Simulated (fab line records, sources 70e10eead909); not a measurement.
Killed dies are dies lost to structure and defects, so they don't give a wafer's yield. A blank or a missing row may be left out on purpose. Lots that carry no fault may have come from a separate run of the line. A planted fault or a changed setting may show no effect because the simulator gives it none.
fab line records    flow nand_harc    part 2 of 2: steps 5 to 6 of 6
record: lots: 21  wafers: 63  last_day: 26
route steps=1159 shown A_CHANNEL_FILL_D1@508 A_STAIRCASE@531
lots with no fault: from the same line, run without faults
start_h: the number of hours between the record's first day and the start of the first shown wafer of the lot    wait_h: hours from the lot's prior step to this one    " identical to the entry in the row above    L1.1+2: a single row standing in for several wafers    - no value, or no start given    * or withheld: withheld    < > ~ a bound
route shown NAME@n: NAME is a module with steps in the file, n the number in the route of the first one    usual: mean/standard deviation taken from wafers without a fault    same: alike in all rows    chamber/n: place in a boat    sites: the reading at each site    _std_site: the standard deviation of these    _edge_site: inner sites' mean taken away from outer sites' mean    radius_mm: how far each site lies from the wafer's centre    mask NAME#n: copy n    behind: the tool/chamber that last shaped the wafer    hold: the reason the lot was held/the length of the hold in hours/how it ended    device: transistor that didn't switch, given as n, p or np    end of line: tests run on the same wafers once the route is complete    a step with no rows: only its recipe    killed: dies that structure and defects cost at the first sort, which is not the same as the wafer's yield    map: a wafer's dies, x killed, . not, _ none there
set.NAME: the run value of the setting; set.NAME@STEP: its run value at that earlier step    model.NAME: the simulator's own value behind a step, which no gauge read
one table for each step of the route and one row for each wafer, over a sample of lots
services: from which hour (start_h, from the record's first day; less than 0 if before it) a tool's chamber was out of use, for how many hours, and why
== steps ==
step: NHARC_A_STAIRCASE_TRIM_202
recipe: time_s: 211.2  o2_flow_sccm: 500  ar_flow_sccm: 0  bias_w: 0  chemistry: O2
usual: drypump_motor_current_A: 5.8/0.58  oes_product_au: 0.998/0.011  rf_vpp_V: 57.8/0.85  showerhead_plenum_p_Torr: 3.53/0.13  throttle_valve_pct: 17.036/0.009
lot.wafer  tool         chamber  start_h  wait_h  drypump_motor_current_A  oes_product_au  rf_hours_counter_h  rf_vpp_V  showerhead_plenum_p_Torr  throttle_valve_pct
L075.4     rie_diel-05  0        -        -       6.5                      1.018           26                  56.0      3.38                      17.038
L075.3     "            3        "        "       6.7                      0.980           26                  57.2      3.37                      17.036
L075.6     "            0        "        "       6.5                      1.013           -                   57.7      3.38                      17.024
L077.2     rie_diel-05  1        -        -       5.2                      1.000           32                  58.1      3.62                      17.040
L077.1     "            2        "        "       5.3                      1.011           31                  58.4      3.58                      17.039
L077.3     "            3        "        "       6.7                      0.995           28                  58.6      3.37                      17.044
L074.2     rie_diel-05  3        -        -       6.7                      1.003           32                  54.8      3.37                      17.034
L074.5     "            1        "        "       5.2                      0.991           -                   57.9      3.62                      17.032
L074.6     "            2        "        "       5.3                      1.008           -                   57.1      3.57                      17.037
L078.2     rie_diel-13  0        -        -       6.1                      0.988           62                  57.3      3.30                      17.022
L078.4     "            2        "        "       6.0                      0.989           68                  59.3      3.64                      17.049
L078.6     "            3        "        "       5.1                      1.000           -                   58.1      3.68                      17.047
L079.1     rie_diel-05  3        -        -       6.7                      1.000           35                  58.4      3.36                      17.017
L079.4     "            0        "        "       6.5                      1.002           36                  57.6      3.38                      17.047
L079.2     "            2        "        "       5.3                      1.022           37                  58.3      3.57                      17.027
L080.2     rie_diel-13  0        -        -       6.1                      0.988           3                   57.4      3.30                      17.025
L080.1     "            2        "        "       6.0                      0.996           2                   57.8      3.64                      17.036
L080.4     "            3        "        "       5.0                      1.007           3                   57.8      3.67                      17.045
L081.3     rie_diel-09  3        -        -       4.8                      0.992           10                  56.9      3.57                      17.036
L081.4     "            2        "        "       5.7                      1.004           11                  56.8      3.59                      17.058
L081.6     "            0        "        "       5.7                      1.015           -                   58.6      3.68                      17.039
L084.3     rie_diel-09  1        -        -       5.8                      0.994           12                  58.1      3.63                      17.039
L084.2     "            2        "        "       5.7                      1.013           12                  59.8      3.59                      17.035
L084.5     "            3        "        "       4.7                      0.988           -                   57.7      3.57                      17.042
L083.4     rie_diel-13  0        -        -       6.1                      0.989           4                   57.3      3.30                      17.034
L083.6     "            2        "        "       6.0                      0.989           -                   58.3      3.64                      17.046
L083.5     "            3        "        "       5.1                      0.996           -                   57.6      3.67                      17.037
L088.1     rie_diel-05  1        -        -       5.2                      1.005           56                  57.1      3.61                      17.041
L088.5     "            1        "        "       5.2                      0.996           -                   56.8      3.61                      17.033
L088.6     "            2        "        "       5.3                      1.014           -                   58.9      3.56                      17.030
L085.4     rie_diel-09  2        -        -       5.7                      1.017           -                   57.2      3.58                      17.036
L085.6     "            0        "        "       5.7                      1.006           -                   59.7      3.68                      17.039
L085.5     "            1        "        "       5.8                      0.998           -                   56.6      3.62                      17.055
L086.3     rie_diel-09  1        -        -       5.7                      0.991           22                  59.3      3.62                      17.035
L086.2     "            2        "        "       5.8                      1.006           22                  59.3      3.58                      17.025
L086.5     "            0        "        "       5.7                      1.005           -                   58.1      3.68                      17.044
L087.4     rie_diel-13  2        -        -       6.0                      0.983           16                  58.1      3.63                      17.035
L087.3     "            3        "        "       5.0                      1.005           16                  57.2      3.67                      17.023
L087.5     "            2        "        "       6.0                      0.991           -                   59.2      3.63                      17.052
L090.3     rie_diel-05  2        -        -       5.3                      1.030           60                  58.3      3.56                      17.030
L090.4     "            3        "        "       6.7                      0.990           60                  57.8      3.35                      17.041
L090.5     "            2        "        "       5.3                      1.019           -                   57.1      3.56                      17.043
L091.2     rie_diel-13  0        -        -       6.1                      0.991           19                  57.6      3.29                      17.026
L091.1     "            1        "        "       6.4                      0.993           20                  58.2      3.54                      17.040
L091.5     "            0        "        "       6.1                      0.980           -                   57.6      3.29                      17.040
L092.1     rie_diel-13  0        -        -       6.1                      0.992           19                  58.1      3.29                      17.034
L092.5     "            0        "        "       6.1                      0.996           -                   56.5      3.29                      17.028
L092.6     "            1        "        "       6.4                      1.001           -                   58.5      3.54                      17.040
L093.1     rie_diel-13  3        -        -       5.0                      1.016           23                  59.1      3.66                      17.046
L093.3     "            1        "        "       6.4                      0.995           23                  57.8      3.54                      17.033
L093.5     "            0        "        "       6.1                      0.986           -                   58.4      3.29                      17.042
L094.3     rie_diel-05  0        -        -       6.5                      0.992           2                   58.2      3.36                      17.040
L094.4     "            1        "        "       5.2                      0.989           3                   58.3      3.60                      17.021
L094.5     "            0        "        "       6.5                      0.992           -                   57.7      3.36                      17.039
L095.1     rie_diel-13  2        -        -       6.0                      0.975           30                  57.7      3.62                      17.043
L095.2     "            0        "        "       6.1                      0.988           29                  57.6      3.28                      17.035
L095.5     "            2        "        "       6.0                      0.974           -                   57.7      3.62                      17.020
L096.1     rie_diel-13  1        369.93   -       6.4                      0.995           30                  57.0      3.54                      17.019
L096.2     "            2        "        "       6.0                      0.984           32                  57.8      3.62                      17.034
L096.3     "            0        "        "       6.1                      0.992           31                  56.1      3.28                      17.030
L097.3     rie_diel-05  3        -        -       6.7                      0.989           10                  57.5      3.34                      17.031
L097.2     "            2        "        "       5.3                      0.995           10                  56.9      3.55                      17.036
L097.6     "            3        "        "       6.7                      0.996           -                   56.5      3.34                      17.035
step: NHARC_A_STAIRCASE_DESCUM_252
recipe: time_s: 3  o2_flow_sccm: 200  ar_flow_sccm: 0  bias_power_w: 0  chemistry: O2
usual: drypump_motor_current_A: 5.7/0.56  oes_product_au: 0.999/0.011  rf_vpp_V: 57.8/0.86  showerhead_plenum_p_Torr: 1.93/0.069  throttle_valve_pct: 11.312/0.0089
same: bias_power_w: 0
lot.wafer  tool         chamber  start_h  wait_h  drypump_motor_current_A  oes_product_au  rf_hours_counter_h  rf_vpp_V  showerhead_plenum_p_Torr  throttle_valve_pct
L075.3     rie_diel-05  2        254.84   -       5.3                      1.020           30                  57.4      1.94                      11.304
L075.4     "            0        "        "       6.5                      1.006           28                  57.7      1.83                      11.308
L075.6     "            1        "        "       5.2                      1.001           -                   58.3      1.97                      11.307
L077.1     rie_diel-05  3        261.77   -       6.6                      0.994           32                  56.8      1.82                      11.323
L077.2     "            0        "        "       6.5                      0.999           32                  56.8      1.83                      11.308
L077.3     "            2        "        "       5.3                      1.017           35                  59.3      1.94                      11.317
L074.2     rie_diel-05  0        268.10   -       6.5                      1.006           36                  56.3      1.83                      11.323
L074.6     "            3        "        "       6.7                      0.995           -                   57.1      1.82                      11.322
L074.5     "            0        "        "       6.5                      1.002           -                   56.9      1.83                      11.330
L079.1     rie_diel-09  3        272.81   -       4.8                      0.998           2                   57.0      1.94                      11.311
L079.2     "            0        "        "       5.6                      1.009           2                   59.5      2.01                      11.310
L079.4     "            1        "        "       5.8                      0.998           3                   58.4      1.98                      11.324
L078.2     rie_diel-09  2        273.16   -       5.7                      1.002           3                   57.6      1.95                      11.319
L078.4     "            3        "        "       4.8                      0.998           2                   57.7      1.94                      11.311
L078.6     "            1        "        "       5.8                      0.987           -                   57.2      1.98                      11.314
L080.2     rie_diel-09  2        294.91   -       5.7                      1.008           14                  59.1      1.95                      11.311
L080.4     "            3        "        "       4.7                      0.984           13                  58.3      1.94                      11.308
L080.1     "            0        "        "       5.7                      1.016           13                  58.3      2.00                      11.327
L081.4     rie_diel-05  1        297.18   -       5.2                      1.011           49                  59.4      1.96                      11.307
L081.3     "            0        "        "       6.5                      1.009           47                  57.6      1.82                      11.306
L081.6     "            1        "        "       5.2                      0.995           -                   57.5      1.96                      11.312
L084.2     rie_diel-13  3        297.86   -       5.0                      1.008           5                   57.0      2.00                      11.306
L084.3     "            2        "        "       6.0                      0.987           4                   59.1      1.98                      11.311
L084.5     "            3        "        "       5.0                      1.010           -                   58.7      2.00                      11.315
L083.4     rie_diel-09  1        298.75   -       5.8                      0.997           15                  56.0      1.97                      11.314
L083.5     "            1        "        "       5.8                      0.986           -                   58.3      1.97                      11.303
L083.6     "            2        "        "       5.7                      1.013           -                   57.8      1.95                      11.311
L088.1     rie_diel-13  2        320.97   -       6.0                      0.995           13                  58.3      1.97                      11.311
L088.6     "            1        "        "       6.4                      0.997           -                   58.3      1.92                      11.317
L088.5     "            2        "        "       6.0                      0.985           -                   58.6      1.97                      11.320
L085.4     rie_diel-13  3        321.03   -       5.0                      1.010           13                  58.1      1.99                      11.312
L085.6     "            1        "        "       6.4                      0.995           -                   58.9      1.93                      11.290
L085.5     "            2        "        "       6.0                      0.976           -                   58.2      1.97                      11.306
L086.2     rie_diel-05  0        325.85   -       6.5                      1.005           58                  56.8      1.82                      11.308
L086.3     "            3        "        "       6.7                      0.995           57                  58.3      1.81                      11.301
L086.5     "            1        "        "       5.2                      1.002           -                   57.2      1.96                      11.324
L087.4     rie_diel-09  0        332.76   -       5.7                      1.001           28                  58.8      2.00                      11.296
L087.3     "            1        "        "       5.7                      0.987           29                  60.0      1.97                      11.307
L087.5     "            1        "        "       5.8                      0.990           -                   58.1      1.97                      11.318
L090.4     rie_diel-13  0        338.01   -       6.1                      1.001           18                  57.1      1.78                      11.333
L090.3     "            1        "        "       6.4                      0.999           19                  58.8      1.92                      11.307
L090.5     "            0        "        "       6.0                      0.997           -                   57.1      1.78                      11.314
L091.1     rie_diel-09  1        347.50   -       5.8                      0.983           34                  58.3      1.96                      11.317
L091.2     "            3        "        "       4.7                      0.993           28                  57.3      1.93                      11.299
L091.5     "            1        "        "       5.8                      0.981           -                   58.0      1.97                      11.306
L092.1     rie_diel-09  0        347.94   -       5.6                      1.006           33                  58.1      2.00                      11.321
L092.6     "            3        "        "       4.8                      0.991           -                   57.7      1.93                      11.317
L092.5     "            0        "        "       5.7                      1.002           -                   58.5      2.00                      11.315
L093.3     rie_diel-09  0        353.14   -       5.7                      1.018           35                  57.5      2.00                      11.317
L093.1     "            1        "        "       5.7                      0.997           36                  58.0      1.96                      11.310
L093.5     "            0        "        "       5.6                      1.002           -                   58.5      2.00                      11.316
L094.3     rie_diel-05  2        365.11   -       5.3                      1.008           6                   57.6      1.93                      11.318
L094.4     "            0        "        "       6.5                      1.002           6                   56.9      1.82                      11.299
L094.5     "            2        "        "       5.3                      1.004           -                   59.3      1.93                      11.317
L095.2     rie_diel-13  2        370.68   -       5.9                      0.976           32                  58.8      1.97                      11.325
L095.1     "            3        "        "       5.0                      1.004           33                  59.1      1.99                      11.321
L095.5     "            2        "        "       6.0                      0.988           -                   56.7      1.97                      11.314
L096.2     rie_diel-05  1        377.74   -       5.2                      0.998           10                  58.0      1.95                      11.307
L096.3     "            2        "        "       5.3                      1.014           10                  57.1      1.93                      11.305
L096.1     "            0        "        "       6.5                      1.002           10                  57.4      1.81                      11.294
L097.2     rie_diel-09  3        386.04   -       4.7                      0.992           42                  58.2      1.93                      11.329
L097.3     "            1        "        "       5.8                      0.989           49                  60.6      1.96                      11.305
L097.6     "            2        "        "       5.8                      0.995           -                   57.7      1.94                      11.298
== services ==
tool         chamber  start_h  hours  kind
rie_diel-01  1        209.82   1.7    repair
rie_diel-06  -        216.77   1.4    repair
rie_diel-01  1        216.98   9.4    repair
rie_diel-05  0        221.76   -      clean
rie_diel-05  1        221.76   -      clean
rie_diel-05  2        221.76   -      clean
rie_diel-05  3        221.76   -      clean
rie_diel-06  -        241.23   9.0    pm
rie_diel-05  0        246.26   -      clean
rie_diel-09  -        254.22   9.0    pm
rie_diel-06  3        261.79   6.1    repair
rie_diel-04  2        263.96   11.4   repair
rie_diel-13  -        276.17   9.0    pm
rie_diel-04  -        288.90   9.0    pm
rie_diel-01  -        314.81   9.0    pm
rie_diel-06  1        321.64   2.7    repair
rie_diel-04  -        331.96   0.3    repair
rie_diel-01  -        342.49   0.3    repair
rie_diel-09  0        353.62   40.8   repair
rie_diel-09  2        354.77   10.6   repair
rie_diel-04  1        363.92   5.9    repair
rie_diel-09  2        366.19   2.7    repair
rie_diel-05  0        384.98   7.7    repair
rie_diel-05  3        385.22   1.5    repair
